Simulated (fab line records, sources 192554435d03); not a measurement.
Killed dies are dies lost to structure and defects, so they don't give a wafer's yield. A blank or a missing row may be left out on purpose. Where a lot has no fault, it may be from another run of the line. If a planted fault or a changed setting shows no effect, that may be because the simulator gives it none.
A lot that was struck, set against a sound lot -- flow n5_finfet -- 41 steps out of a route of 1938
Sound: wafers L773.1, L773.2, L773.3. Struck: wafer L784.4; the same lot's L784.2 was not struck, so it is left out; see the end for the cause.
At each step with rows: each side's tool, then ch and its chambers, then its first start. Under that, the readings that differ: sound wafers -- struck wafers -- difference of the means -- sigmas: that difference in standard deviations of wafers without a fault.
alike: a reading whose means differ by less than 2 such deviations, as well as words and numbers matching on both sides. not compared: withheld readings; readings where some wafer has no value; bounds like >300 that might hide an equal value; numbers whose values overlap and for which the record gives no deviation.
A row with sigmas, a row that says differs or no value, or rows on one side alone: a step with any of these is where the two part. Non-overlapping numbers with no deviation appear without sigmas and do not part them. Lack of a reading on every wafer of one side parts them only where that side has two or more wafers.

first, 11 steps without rows for these wafers: N5_GATE_CUT_ETCHBACK_00 (etches W in SF6/Cl2); N5_GATE_CUT_ETCH_56 (etches TiN in Cl2/Ar, target depth 21.6 nm); N5_GATE_CUT_ETCHBACK_30 (etches TiN in Cl2/Ar, target depth 3 nm); N5_GATE_CUT_VAPOR_ETCH_60 (etches HfO2 in BCl3/Cl2); N5_GATE_CUT_ETCH_58 (etches SiNx in CH3F/O2, target depth 17 nm, time 128.6 s); N5_GATE_CUT_STRIP_59 (strips in N2/H2, time 20 s); N5_GATE_CUT_PRECLEAN_31 (cleans in DIW, time 300 s); N5_GATE_CUT_SRD_32 (time 30 s); N5_GATE_CUT_SAC_CAP_01 (material SiNx, target thk 24 nm, pulse time 1 s, ald cycles 480); N5_GATE_CUT_PECVD_57 (deposits SiNx from SiH4/NH3/N2, target thk 21 nm); N5_GATE_CUT_CMP_02 (polishes, stops on SiO2, t overpolish 12.7 s, target thk 0 nm).
N5_GATE_CUT_HM_DEP_46: deposits SiO2 from TEOS/O2, target thk 130 nm, time 26.6 s.
  sound on pecvd-01 ch 0,2, day 5 21:05; struck on pecvd-02 ch 0, day 8 16:04
reading,sound,struck,difference,sigmas
showerhead_plenum_p_Torr (Torr),8.45 8.37 8.44,8.31,-0.11,-3
model.SiO2_of_GATE_CUT_HM_DEP_46.thk_nm (nm),128.4 130.4 129,125.6,-3.7,
  alike: heater_power_w, throttle_valve_pct
  not compared: since_wet_clean_h
then, 15 steps without rows for these wafers: N5_GATE_CUT_COAT_34 (time 60 s, resist thk 60 nm); N5_GATE_CUT_COAT_35 (time 60 s, resist thk 10 nm); N5_GATE_CUT_COAT_27 (time 60 s, resist thk 10 nm); N5_GATE_CUT_COAT_07 (resist thk 30 nm); N5_GATE_CUT_EBR_09; N5_GATE_CUT_SOFTBAKE_08 (time 60 s); N5_GATE_CUT_EXPOSE_10 (exposes mask GATE CUT, target cd 20 nm); N5_GATE_CUT_PEB_11 (peb time 60 s); N5_GATE_CUT_DEVELOP_12 (develop time 30 s); N5_GATE_CUT_DESCUM_18 (chemistry O2, time 7 s); N5_GATE_CUT_ETCH_28 (etches underlayer in N2/H2, target depth 13 nm, time 10.4 s); N5_GATE_CUT_ETCH_36 (etches SiARC in CF4, target depth 13 nm, time 21.7 s); N5_GATE_CUT_ETCH_37 (etches SOC in N2/H2, target depth 60 nm, overetch 12 nm, time 90 s); N5_GATE_CUT_STRIP_38 (strips in N2/H2); N5_GATE_CUT_STRIP_39 (strips in N2/H2).
N5_GATE_CUT_HM_OPEN_40: chemistry C4F6/O2, target SiO2, target depth 139 nm, time 85.1 s.
  sound on rie_diel-04 ch 0,2,3, day 5 21:44; struck on rie_diel-05 ch 3, day 8 16:41
reading,sound,struck,difference,sigmas
model.etch.depth_nm (nm),128.4 130.5 129.1,125.5,-3.8,
  alike: O2_flow_sccm, drypump_motor_current_A, etch_rf_on_time_s, oes_o_777_au, oes_product_au, rf_vpp_V, showerhead_plenum_p_Torr, throttle_valve_pct
  not compared: rf_hours_counter_h, model.SOC_of_GATE_CUT_COAT_34.thk_nm
then, 10 steps without rows for these wafers: N5_GATE_CUT_STRIP_41 (strips in CF4); N5_GATE_CUT_STRIP_42 (strips in O2); N5_GATE_CUT_ETCH_19 (etches SiNx in CH3F/O2, target depth 53.7 nm, time 76.7 s); N5_GATE_CUT_CUT_ETCH_53 (etches W in SF6/Cl2, target depth 79.2 nm); N5_GATE_CUT_CUT_ETCH_54 (etches TiN in Cl2/BCl3, target depth 96.7 nm); N5_GATE_CUT_CUT_ETCH_55 (etches HfO2 in BCl3, target depth 3.2 nm); N5_GATE_CUT_ETCH_47 (etches SiO2 in Cl2/BCl3, target depth 10 nm); N5_GATE_CUT_VAPOR_ETCH_48 (etches TiN in BCl3/Cl2); N5_GATE_CUT_VAPOR_ETCH_49 (etches TiAlC in BCl3/Cl2); N5_GATE_CUT_VAPOR_ETCH_51 (etches HfO2 in BCl3/Cl2).
N5_GATE_CUT_CMP_23: polishes, stops on SiO2, t overpolish 23.4 s, target thk 16 nm.
  sound on cmp-04 ch 0,1,3, day 5 23:53; struck on cmp-04 ch 2, day 8 18:51
reading,sound,struck,difference,sigmas
model.SiO2_of_GATE_CUT_HM_DEP_46.thk_nm (nm),103 105 103.6,100,-4,
  alike: motor_current_A, overpolish_run_s, time_to_endpoint_s
-- the record jumps here: 4 days lie between the struck wafers' starts before and after (it left off in module GATE_CUT and takes up again in module BEOL_M4, whose first step shown is number 1111 of the route) --
N5_BEOL_M4_RC_MEAS_101:
  sound on prober-01 ch 0, day 9 12:23; struck on prober-01 ch 0, day 12 12:16
  alike: DIBL_N, DIBL_P, IOFF_N, IOFF_P, ION_N, ION_P, SS_N, SS_P, VT_N, VT_P
-- record jumps: 5 days separate the struck wafers' starts on either side; left off in module BEOL_M4, taken up again in module PASSIVATION, whose first shown step is the route's number 1936 --
N5_PASSIVATION_PROBE_49:
  record: rows for the struck wafers here (prober-02, day 17 06:21), none for the sound ones

## WHERE THEY PART
Last at N5_PASSIVATION_PROBE_49 as far as this record goes, first at N5_GATE_CUT_HM_DEP_46.

WHY: whatever the simulator had introduced
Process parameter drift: pecvd-02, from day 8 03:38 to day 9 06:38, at N5_GATE_CUT_HM_DEP_46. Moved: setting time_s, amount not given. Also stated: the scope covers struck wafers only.
